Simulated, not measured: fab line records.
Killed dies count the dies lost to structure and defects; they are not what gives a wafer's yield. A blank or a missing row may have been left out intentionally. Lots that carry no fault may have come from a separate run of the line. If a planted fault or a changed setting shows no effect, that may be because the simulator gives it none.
Matching of chambers | flow n5-finfet | N5_PMOS_HMC_CHANNEL_EPI_HM_DEP_34 on pecvd-01 has 3 sister chambers
The step deposits SiO2 from TEOS/O2, target thk 36 nm, time 6.9 s. 3 wafers are shown with their chamber, then 8 later ones without.

== WAFERS WITH THEIR CHAMBER ==
wafer  | chamber | throttle-valve-pct (%)
L085.2 | 2       | 18.4
L090.5 | 1       | 19.2
L091.2 | 0       | 18.6

== WAFERS WITH NO CHAMBER GIVEN ==
wafer  | throttle-valve-pct (%)
L091.3 | 18.2
L091.4 | 18.3
L096.1 | 19.2
L096.2 | 18.4
L096.3 | 18.5
L097.1 | 19.0
L097.4 | 18.0
L097.5 | 19.0

== THE CHAMBER EACH PASSED THROUGH ==
wafer  | from the rows above     | in truth
L091.3 | can't be placed: 2 or 0 | 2
L091.4 | can't be placed: 2 or 0 | 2
L096.1 | 1                       | 1
L096.2 | can't be placed: 2 or 0 | 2
L096.3 | can't be placed: 0 or 2 | 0
L097.1 | can't be placed: 1 or 0 | 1
L097.4 | can't be placed: 2 or 0 | 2
L097.5 | can't be placed: 1 or 0 | 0
1 of 8 placed correctly. Can't be placed from these rows: 7 (the true chamber is among the candidates in 7). Wrongly placed: 0.
How it was worked out, from the rows above alone: a wafer's distance from a chamber is the root of the sum, over the readings, of the square of ((its reading less the chamber's mean) divided by the reading's scatter). If the next closest chamber is less than 2 further off than the closest, the wafer can't be placed; otherwise it belongs to the closest. A chamber's mean is the mean of its shown wafers. The scatter (one wafer shown for each chamber): square how far every hidden wafer sits from the nearest shown wafer, average those squares and take the square root.
